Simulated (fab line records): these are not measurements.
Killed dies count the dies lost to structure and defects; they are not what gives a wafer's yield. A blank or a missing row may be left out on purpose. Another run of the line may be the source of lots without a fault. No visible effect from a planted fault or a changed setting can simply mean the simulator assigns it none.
fab line records	flow n5_finfet	part 1 of 2: steps 1 to 24 of 36
[record] lots = 5	wafers = 15	last_day = 17
route steps=1938 shown BEOL_M7@1328 BEOL_M8@1332
lots that met no fault: from a run of the same line without faults
start_h: hours from the record's opening day to when the first of the lot's shown wafers began	wait_h: hours from the lot's prior step to this one	" identical to the entry in the row above	L1.1+2: one row covering several wafers at once	- no value present, or no start provided	* or withheld: withheld	< > ~ a bound
route shown NAME@n: a module of which the file shows steps, and the number in the route of the first	usual: mean/standard deviation taken from wafers without a fault	same: alike in all rows	chamber/n: place in a boat	sites: per-site readings	_std_site: their standard deviation	_edge_site: the outer-site mean with the inner-site mean subtracted	radius_mm: how far each site lies from the wafer's centre	mask NAME#n: copy n	behind: tool/chamber where the wafer was last shaped	hold: why the lot went on hold/how many hours it stayed there/how the hold came to an end	device: the n, p or np transistor that did not switch	end of line: tests of these same wafers at the route's end	a step without rows: its recipe alone	killed: count of dies lost to structure and defects at first sort (not the wafer's yield)	map: dies across one wafer; x = killed, . = not, _ = none there
set.NAME: the setting the step ran with; set.NAME@STEP: the setting that earlier step ran with	model.NAME: the simulator's own value behind a step, which no gauge read
certain route steps with their lots: each step a table, each wafer a row
services: when a tool's chamber went out of use (start_h, in hours from the record's first day, below 0 if earlier), for how many hours, and the reason
[[steps]]
[step N5_BEOL_M7_PRE_CLEAN_55]
[recipe] gas = NH3	time_s = 15	temp_c = withheld	rf_power_w = 300
[same] time_s = 15
lot.wafer	tool	chamber	start_h	wait_h
L075.1+2+6	pecvd-01	1,2,2	215.00	0.0
L081.1+3+6	pecvd-03	0,1,0	240.15	0.0
L082.1+2+3	pecvd-02	0,2,1	241.41	0.0
L091.1+4+5	pecvd-01	2,0,2	300.22	0.0
L095.1+5+6	pecvd-01	1,1,0	324.32	0.0
[step N5_BEOL_M7_DEP_56]
[recipe] material = SiCN	target_thk_a = 100	temp_c = withheld	precursor = 3MS/NH3	pressure_torr = 3	rf_w = 202	time_s = 17.5
[usual] showerhead_plenum_p_Torr = 3.670/0.015	throttle_valve_pct = 9.1/0.33
[same] time_s = 17.5
lot.wafer	tool	chamber	start_h	wait_h	showerhead_plenum_p_Torr	throttle_valve_pct
L075.1	pecvd-01	1	215.02	0.0	3.660	9.6
L075.2	"	2	"	"	3.654	8.7
L075.6	"	2	"	"	3.657	9.0
L081.1	pecvd-03	0	240.19	0.0	3.687	9.2
L081.3	"	1	"	"	3.674	9.1
L081.6	"	0	"	"	3.697	9.3
L082.1	pecvd-02	0	241.44	0.0	3.663	9.1
L082.2	"	2	"	"	3.682	9.3
L082.3	"	1	"	"	3.671	8.7
L091.1	pecvd-01	2	300.25	0.0	3.660	8.8
L091.4	"	0	"	"	3.677	8.9
L091.5	"	2	"	"	3.665	8.8
L095.1	pecvd-01	1	324.35	0.0	3.666	9.6
L095.5	"	1	"	"	3.662	9.5
L095.6	"	0	"	"	3.691	8.8
[step N5_BEOL_M7_RS_MEAS_57]
[recipe] thk_meas_gauge = four-point-probe	reads = Cu_of_BEOL_M7_ECD_50+Co_of_BEOL_M7_CVD_78+TaN_of_BEOL_M7_ALD_77
[usual] M7_RS = 0.286/0.0086
lot.wafer	tool	chamber	start_h	wait_h	M7_RS[ohm/sq]
L075.1	film_metro-02	-	215.09	0.1	0.289
L075.2	"	-	"	"	0.296
L075.6	"	-	"	"	0.296
L081.1	film_metro-02	-	240.27	0.1	0.283
L081.3	"	-	"	"	0.283
L081.6	"	-	"	"	0.300
L082.1	film_metro-02	-	241.50	0.1	0.296
L082.2	"	-	"	"	0.282
L082.3	"	-	"	"	0.286
L091.1	film_metro-01	-	300.31	0.1	0.275
L091.4	"	-	"	"	0.283
L091.5	"	-	"	"	0.278
L095.1	film_metro-01	-	324.42	0.1	0.276
L095.5	"	-	"	"	0.281
L095.6	"	-	"	"	0.288
[step N5_BEOL_M7_INSPECT_58]
[recipe] inspect_instrument = darkfield	mode = post_dep
[usual] raw_defect_count = 72/27
lot.wafer	tool	chamber	start_h	wait_h	raw_defect_count
L075.1	defect_inspect-01	-	215.12	0.0	61
L075.2	"	-	"	"	79
L075.6	"	-	"	"	44
L081.1	defect_inspect-01	-	240.30	0.0	81
L081.3	"	-	"	"	86
L081.6	"	-	"	"	101
L082.1	defect_inspect-02	-	241.53	0.0	63
L082.2	"	-	"	"	123
L082.3	"	-	"	"	54
L091.1	defect_inspect-02	-	300.34	0.0	131
L091.4	"	-	"	"	69
L091.5	"	-	"	"	64
L095.1	defect_inspect-01	-	324.44	0.0	45
L095.5	"	-	"	"	47
L095.6	"	-	"	"	61
[step N5_BEOL_M8_ILD_DEP_00]
[recipe] material = SiCOH_lowk	target_thk_a = 1797.5	temp_c = 300	precursor = DEMS/porogen	pressure_torr = 5	rf_w = 500	time_s = 33.4
[usual] heater_power_w = 289/49	showerhead_plenum_p_Torr = 5.742/0.018	throttle_valve_pct = 13.9/0.38
[same] time_s = 33.4
lot.wafer	tool	chamber	start_h	wait_h	heater_power_w	showerhead_plenum_p_Torr	throttle_valve_pct
L075.1	pecvd-03	0	215.16	0.0	302	5.770	14.3
L075.2	"	1	"	"	355	5.751	14.1
L075.6	"	0	"	"	311	5.769	14.1
L081.1	pecvd-04	0	240.34	0.0	270	5.748	13.5
L081.3	"	2	"	"	335	5.726	13.5
L081.6	"	1	"	"	332	5.751	13.8
L082.1	pecvd-04	1	241.57	0.0	306	5.731	13.7
L082.2	"	2	"	"	325	5.722	13.9
L082.3	"	0	"	"	276	5.747	13.5
L091.1	pecvd-01	0	300.38	0.0	221	5.763	13.6
L091.4	"	2	"	"	249	5.732	13.4
L091.5	"	0	"	"	230	5.764	13.6
L095.1	pecvd-04	2	324.48	0.0	335	5.731	14.0
L095.5	"	1	"	"	328	5.746	13.8
L095.6	"	0	"	"	271	5.759	13.6
[step N5_BEOL_M8_CURE_74]
[recipe] temp_c = 385	time_s = 240	ambient = He/Ar	material = SiCOH_lowk
[usual] lamp_power_pct = 52.32/0.05	wafer_temp_C_max = 386.8/0.42
[same] time_s = 240
lot.wafer	tool	chamber	start_h	wait_h	lamp_power_pct	wafer_temp_C_max
L075.1	uv_cure-03	0	215.24	0.1	52.35	386.6
L075.2	"	0	"	"	52.34	386.2
L075.6	"	0	216.84	1.6	52.26	386.3
L081.1	uv_cure-01	0	240.40	0.0	52.28	386.4
L081.3	"	0	"	"	52.25	387.3
L081.6	"	0	"	"	52.33	386.8
L082.1	uv_cure-02	0	241.63	0.0	52.27	386.1
L082.2	"	0	"	"	52.31	387.3
L082.3	"	0	"	"	52.24	387.3
L091.1	uv_cure-02	2	300.44	0.0	52.38	386.1
L091.4	"	2	"	"	52.35	386.6
L091.5	"	2	"	"	52.32	386.4
L095.1	uv_cure-03	1	324.54	0.0	52.36	386.7
L095.5	"	1	"	"	52.34	386.7
L095.6	"	1	"	"	52.25	387.1
[step N5_BEOL_M8_THK_MEAS_01]
[recipe] reads = SiCOH_lowk_of_BEOL_M8_ILD_DEP_00
[usual] M8_ILD_THK = 155.1/1.9
lot.wafer	tool	chamber	start_h	wait_h	M8_ILD_THK[nm]
L075.1	film_metro-01	-	217.19	1.6	154.1
L075.2	"	-	"	"	154.9
L075.6	"	-	"	"	154.3
L081.1	film_metro-02	-	240.91	0.4	155.9
L081.3	"	-	"	"	154.9
L081.6	"	-	"	"	159.0
L082.1	film_metro-01	-	242.14	0.4	155.6
L082.2	"	-	"	"	153.9
L082.3	"	-	"	"	154.0
L091.1	film_metro-02	-	300.95	0.4	156.6
L091.4	"	-	"	"	157.9
L091.5	"	-	"	"	158.0
L095.1	film_metro-01	-	325.06	0.4	155.0
L095.5	"	-	"	"	156.2
L095.6	"	-	"	"	157.3
[step N5_BEOL_M8_PECVD_70]
[recipe] material = SiO2	target_thk_a = 200	temp_c = 400	precursor = TEOS/O2	pressure_torr = 5.5	rf_w = 450	teos_flow_sccm = 53.8	gas = O2	flow_sccm = 3000	time_s = 22.7
[usual] heater_power_w = 664/90	showerhead_plenum_p_Torr = 8.80/0.07	throttle_valve_pct = 22.3/0.58
[same] time_s = 22.7
lot.wafer	tool	chamber	start_h	wait_h	heater_power_w	showerhead_plenum_p_Torr	throttle_valve_pct
L075.1	pecvd-03	1	217.23	0.0	769	8.83	22.8
L075.2	"	0	"	"	615	8.90	23.0
L075.6	"	1	"	"	781	8.79	23.0
L081.1	pecvd-04	2	240.95	0.0	703	8.72	22.2
L081.3	"	0	"	"	634	8.83	22.0
L081.6	"	1	"	"	632	8.78	22.4
L082.1	pecvd-04	1	242.18	0.0	745	8.80	22.2
L082.2	"	2	"	"	633	8.75	22.2
L082.3	"	0	"	"	601	8.82	22.1
L091.1	pecvd-03	0	300.99	0.0	688	8.92	23.0
L091.4	"	0	"	"	707	8.90	23.2
L091.5	"	2	"	"	473	8.69	21.5
L095.1	pecvd-01	1	325.09	0.0	854	8.76	23.5
L095.5	"	1	"	"	837	8.73	23.7
L095.6	"	0	"	"	560	8.86	21.9
[step N5_BEOL_M8_HM_DEP_02]
[recipe] material = TiN	target_thk_a = 200	temp_c = 25	chamber_pressure_pa = 0.49996
[usual] throttle_valve_pct = 29.5/1
lot.wafer	tool	chamber	start_h	wait_h	throttle_valve_pct
L075.1	pvd_sputter-02	-	217.83	0.6	31.3
L075.2	"	-	"	"	29.5
L075.6	"	-	"	"	29.4
L081.1	pvd_sputter-02	-	242.50	1.5	30.4
L081.3	"	-	"	"	30.2
L081.6	"	-	"	"	29.2
L082.1	pvd_sputter-02	-	242.96	0.8	29.9
L082.2	"	-	"	"	31.3
L082.3	"	-	"	"	30.4
L091.1	pvd_sputter-02	-	301.05	0.0	31.0
L091.4	"	-	"	"	29.3
L091.5	"	-	"	"	29.4
L095.1	pvd_sputter-03	-	325.67	0.6	28.9
L095.5	"	-	"	"	28.6
L095.6	"	-	"	"	28.7
[step N5_BEOL_M8_COAT_59]
[recipe] resist = SOC	temp_c = 250	time_s = 60	spin_rpm = 1500	resist_thk_nm = 100
[same] time_s = 60
lot.wafer	tool	chamber	start_h	wait_h
L075.1+2+6	litho_track-05	0	217.96	0.1
L081.1+3+6	litho_track-03	0	242.62	0.1
L082.1+2+3	litho_track-02	0	243.08	0.1
L091.1+4+5	litho_track-02	0	301.18	0.1
L095.1+5+6	litho_track-05	0	325.80	0.1
[step N5_BEOL_M8_COAT_60]
[recipe] resist = SiARC	temp_c = 220	time_s = 60	spin_rpm = 1500	resist_thk_nm = 35
[same] time_s = 60
lot.wafer	tool	chamber	start_h	wait_h
L075.1+2+6	litho_track-05	0	-	-
L081.1+3+6	litho_track-03	0	-	-
L082.1+2+3	litho_track-02	0	-	-
L091.1+4+5	litho_track-02	0	-	-
L095.1+5+6	litho_track-05	0	-	-
[step N5_BEOL_M8_COAT_05]
[recipe] resist = CAR-ArF	spin_rpm = 1500	resist_thk_nm = 90
lot.wafer	tool	chamber	start_h	wait_h
L075.1+2+6	litho_track-05	0	-	-
L081.1+3+6	litho_track-03	0	-	-
L082.1+2+3	litho_track-02	0	-	-
L091.1+4+5	litho_track-02	0	-	-
L095.1+5+6	litho_track-05	0	-	-
[step N5_BEOL_M8_EBR_07]
[recipe] solvent = PGMEA	ebr_width_mm = 1.5
lot.wafer	tool	chamber	start_h	wait_h
L075.1+2+6	litho_track-05	0	-	-
L081.1+3+6	litho_track-03	0	-	-
L082.1+2+3	litho_track-02	0	-	-
L091.1+4+5	litho_track-02	0	-	-
L095.1+5+6	litho_track-05	0	-	-
[step N5_BEOL_M8_SOFTBAKE_06]
[recipe] temp_c = 110	time_s = 60	resist = CAR-ArF
[same] time_s = 60
lot.wafer	tool	chamber	start_h	wait_h
L075.1+2+6	litho_track-05	0	-	-
L081.1+3+6	litho_track-03	0	-	-
L082.1+2+3	litho_track-02	0	-	-
L091.1+4+5	litho_track-02	0	-	-
L095.1+5+6	litho_track-05	0	-	-
[step N5_BEOL_M8_EXPOSE_08]
[recipe] mask_id = M8	na = 1.35	source_shape = dipole	sigma_inner = 0.817	sigma_outer = 0.97	polarization = te	dose_mj = 68.25
[same] sigma_inner = 0.817
lot.wafer	tool	chamber	start_h	wait_h	mask
L075.1+2+6	arfi_scanner-03	0	218.20	-	M8#0
L081.1+3+6	arfi_scanner-01	0	242.74	-	M8#0
L082.1+2+3	arfi_scanner-01	0	243.26	-	M8#0
L091.1+4+5	arfi_scanner-01	0	301.29	-	M8#0
L095.1+5+6	arfi_scanner-01	0	326.04	-	M8#0
[step N5_BEOL_M8_PEB_09]
[recipe] peb_temp_c = withheld	peb_time_s = 60	resist = CAR-ArF
[same] peb_time_s = 60
lot.wafer	tool	chamber	start_h	wait_h
L075.1+2+6	litho_track-03	0	218.26	0.1
L081.1+3+6	litho_track-02	0	242.80	0.1
L082.1+2+3	litho_track-05	0	243.32	0.1
L091.1+4+5	litho_track-02	0	301.36	0.1
L095.1+5+6	litho_track-02	0	326.10	0.1
[step N5_BEOL_M8_DEVELOP_10]
[recipe] develop_time_s = 30	developer = TMAH	resist = CAR-ArF	rinse_liquid = diw	dry = air_spin	dev_temp_c = 23
lot.wafer	tool	chamber	start_h	wait_h
L075.1+2+6	litho_track-03	0	-	-
L081.1+3+6	litho_track-02	0	-	-
L082.1+2+3	litho_track-05	0	-	-
L091.1+4+5	litho_track-02	0	-	-
L095.1+5+6	litho_track-02	0	-	-
[step N5_BEOL_M8_CD_MEAS_11]
[recipe] target_cd_nm = 38.5	landing_energy_ev = 500	detector = se_inlens	polarity = opening
[usual] cd_nm = 38.6/0.4
lot.wafer	tool	chamber	start_h	wait_h	cd_nm
L075.1	cd_sem-01	0	218.33	-	37.5
L075.2	"	0	"	"	38.3
L075.6	"	0	"	"	38.0
L081.1	cd_sem-03	0	242.87	-	37.7
L081.3	"	0	"	"	39.0
L081.6	"	0	"	"	37.9
L082.1	cd_sem-02	0	243.39	-	38.8
L082.2	"	0	"	"	38.4
L082.3	"	0	"	"	38.4
L091.1	cd_sem-03	0	301.42	-	37.8
L091.4	"	0	"	"	38.2
L091.5	"	0	"	"	38.4
L095.1	cd_sem-01	0	326.17	-	39.1
L095.5	"	0	"	"	38.2
L095.6	"	0	"	"	38.7
[step N5_BEOL_M8_OVL_MEAS_12]
[recipe] points_per_wafer = 44
[usual] M8_OVL = 0.3/0.75
lot.wafer	tool	chamber	start_h	wait_h	M8_OVL[nm]
L075.1	overlay-02	0	218.36	0.0	1.2
L075.2	"	0	"	"	0.6
L075.6	"	0	"	"	0.6
L081.1	overlay-01	0	242.90	0.0	-0.3
L081.3	"	0	"	"	-0.1
L081.6	"	0	"	"	-1.2
L082.1	overlay-01	0	243.42	0.0	1.6
L082.2	"	0	"	"	1.6
L082.3	"	0	"	"	1.0
L091.1	overlay-02	0	301.45	0.0	0.7
L091.4	"	0	"	"	2.0
L091.5	"	0	"	"	0.6
L095.1	overlay-02	0	326.20	0.0	-0.8
L095.5	"	0	"	"	-0.7
L095.6	"	0	"	"	-0.9
[step N5_BEOL_M8_INSPECT_13]
[recipe] mode = adi	inspect_instrument = brightfield
[usual] raw_defect_count = 415/87
lot.wafer	tool	chamber	start_h	wait_h	raw_defect_count
L075.1	defect_inspect-02	-	218.38	0.0	304
L075.2	"	-	"	"	344
L075.6	"	-	"	"	260
L081.1	defect_inspect-02	-	242.92	0.0	380
L081.3	"	-	"	"	359
L081.6	"	-	"	"	452
L082.1	defect_inspect-01	-	243.44	0.0	360
L082.2	"	-	"	"	480
L082.3	"	-	"	"	440
L091.1	defect_inspect-02	-	301.48	0.0	602
L091.4	"	-	"	"	439
L091.5	"	-	"	"	499
L095.1	defect_inspect-02	-	326.22	0.0	367
L095.5	"	-	"	"	476
L095.6	"	-	"	"	377
[step N5_BEOL_M8_DESCUM_16]
[recipe] chemistry = O2	time_s = 7.9	source_power_w = 50	bias_power_w = 20	pressure_mtorr = 20	rf_frequency_hz = 2.712e+07	temp_c = 40	resist = CAR-ArF	o2_flow_sccm = 225
[usual] drypump_motor_current_A = 5.6/0.34	oes_product_au = 0.79/0.087	rf_vpp_V = 243.5/1.3	showerhead_plenum_p_Torr = 2.11/0.064	throttle_valve_pct = 20.29/0.2
[same] time_s = 7.9
lot.wafer	tool	chamber	start_h	wait_h	drypump_motor_current_A	oes_product_au	rf_hours_counter_h	rf_vpp_V	showerhead_plenum_p_Torr	throttle_valve_pct
L075.1	rie_diel-05	0	218.41	0.0	5.6	0.84	64	244.1	2.21	20.30
L075.2	"	1	"	"	5.4	0.95	10	240.7	2.06	20.37
L075.6	"	2	"	"	5.8	0.70	-	244.1	2.14	19.97
L081.1	rie_diel-04	1	243.16	0.2	5.4	0.87	27	241.4	2.05	20.02
L081.3	"	2	"	"	5.7	0.72	199	243.8	2.16	20.61
L081.6	"	3	"	"	5.0	0.86	-	245.1	2.22	20.25
L082.1	rie_diel-05	3	243.48	0.0	5.7	0.69	228	241.0	2.08	20.44
L082.2	"	1	"	"	5.4	0.94	18	241.6	2.06	20.39
L082.3	"	0	"	"	5.6	0.83	72	245.2	2.21	20.32
L091.1	rie_diel-04	2	301.51	0.0	5.6	0.71	219	243.2	2.15	20.62
L091.4	"	0	"	"	5.9	0.73	215	244.3	2.07	20.36
L091.5	"	1	"	"	5.4	0.84	-	243.0	2.04	20.05
L095.1	rie_diel-04	3	326.29	0.1	5.0	0.82	90	243.4	2.21	20.28
L095.5	"	0	"	"	5.9	0.73	-	242.9	2.07	20.39
L095.6	"	3	"	"	5.0	0.82	-	244.7	2.21	20.28
[step N5_BEOL_M8_ETCH_61]
[recipe] chemistry = CF4	target = SiARC	target_depth_a = 455	mask_material = CAR-ArF	time_s = 75.8	ion_energy_ev = 80	pressure_mtorr = 40	source_w = 545	bias_w = 36	Ar_flow_sccm = 100	cf4_flow_sccm = 100	ends = cleared
[usual] drypump_motor_current_A = 5.6/0.35	etch_rf_on_time_s = 75.6/1.5	mfc_ar_sccm = 100.06/0.28	oes_product_au = 0.68/0.077	rf_vpp_V = 184.3/1.2	showerhead_plenum_p_Torr = 2.16/0.064	throttle_valve_pct = 15.48/0.19
lot.wafer	tool	chamber	start_h	wait_h	drypump_motor_current_A	etch_rf_on_time_s	mfc_ar_sccm	oes_product_au	rf_hours_counter_h	rf_vpp_V	showerhead_plenum_p_Torr	throttle_valve_pct
L075.1	rie_diel-05	0	218.45	0.0	5.6	76.2	99.89	0.71	64	185.2	2.25	15.51
L075.2	"	1	"	"	5.4	72.8	99.83	0.82	10	183.0	2.11	15.45
L075.6	"	2	"	"	5.8	75.3	100.07	0.59	-	184.3	2.20	15.34
L081.1	rie_diel-04	1	243.19	0.0	5.4	76.1	99.74	0.75	27	183.1	2.08	15.05
L081.3	"	2	"	"	5.7	73.5	100.15	0.63	199	185.7	2.22	15.85
L081.6	"	3	"	"	5.0	74.5	100.13	0.76	-	185.0	2.25	15.27
L082.1	rie_diel-05	3	243.51	0.0	5.7	77.2	99.72	0.59	228	183.4	2.12	15.63
L082.2	"	1	"	"	5.4	73.9	99.60	0.80	18	183.6	2.11	15.46
L082.3	"	0	"	"	5.6	76.9	100.29	0.71	72	186.3	2.25	15.52
L091.1	rie_diel-04	2	301.55	0.0	5.7	73.6	100.30	0.61	219	184.0	2.21	15.87
L091.4	"	0	"	"	5.9	76.5	100.29	0.61	215	182.5	2.12	15.60
L091.5	"	1	"	"	5.4	75.7	100.25	0.72	-	184.4	2.08	15.10
L095.1	rie_diel-04	3	326.33	0.0	4.9	75.0	99.81	0.71	90	185.8	2.24	15.35
L095.5	"	0	"	"	5.9	77.9	100.17	0.60	-	183.9	2.11	15.62
L095.6	"	3	"	"	5.0	74.8	100.26	0.72	-	185.8	2.24	15.36
[step N5_BEOL_M8_ETCH_62]
[recipe] chemistry = N2/H2	target = SOC	target_depth_a = 1100	overetch_a = 220	mask_material = SiARC	temp_c = 40	time_s = 165	ion_energy_ev = 200	pressure_mtorr = 30	source_w = 840	bias_w = 150	n2_flow_sccm = 200	h2_flow_sccm = 200
[usual] drypump_motor_current_A = 5.6/0.35	oes_product_au = 0.67/0.072	rf_vpp_V = 524.5/2.4	showerhead_plenum_p_Torr = 2.57/0.083	throttle_valve_pct = 17.71/0.2
[same] time_s = 165
lot.wafer	tool	chamber	start_h	wait_h	drypump_motor_current_A	oes_product_au	rf_hours_counter_h	rf_vpp_V	showerhead_plenum_p_Torr	throttle_valve_pct
L075.1	rie_diel-05	0	218.51	0.0	5.6	0.72	64	528.5	2.70	17.81
L075.2	"	1	"	"	5.4	0.79	11	522.9	2.51	17.78
L075.6	"	2	"	"	5.8	0.59	-	525.3	2.62	17.39
L081.1	rie_diel-04	1	243.25	0.0	5.4	0.75	27	523.1	2.51	17.54
L081.3	"	2	"	"	5.7	0.62	199	527.3	2.62	18.13
L081.6	"	3	"	"	5.0	0.74	-	528.1	2.69	17.66
L082.1	rie_diel-05	3	243.57	0.0	5.7	0.59	228	523.8	2.49	17.59
L082.2	"	1	"	"	5.4	0.78	19	522.9	2.50	17.78
L082.3	"	0	"	"	5.6	0.71	72	528.8	2.70	17.83
L091.1	rie_diel-04	2	301.60	0.0	5.7	0.60	219	526.1	2.62	18.17
L091.4	"	0	"	"	5.9	0.62	215	522.4	2.52	17.80
L091.5	"	1	"	"	5.4	0.72	-	521.7	2.50	17.56
L095.1	rie_diel-04	3	326.38	0.0	5.0	0.71	90	527.9	2.68	17.70
L095.5	"	0	"	"	5.9	0.61	-	522.3	2.52	17.81
L095.6	"	3	"	"	5.0	0.70	-	525.7	2.68	17.70
[step N5_BEOL_M8_STRIP_68]
[recipe] chemistry = N2/H2	temp_c = 40	n2_flow_sccm = 200	h2_flow_sccm = 200	rf_frequency_hz = 6e+07
lot.wafer	tool	chamber	start_h	wait_h
L075.1+2+6	rie_diel-05	0,1,2	218.64	0.1
L081.1+3+6	rie_diel-04	1,2,3	243.38	0.1
L082.1+2+3	rie_diel-05	3,1,0	243.71	0.1
L091.1+4+5	rie_diel-04	2,0,1	301.74	0.1
L095.1+5+6	rie_diel-04	3,0,3	326.52	0.1
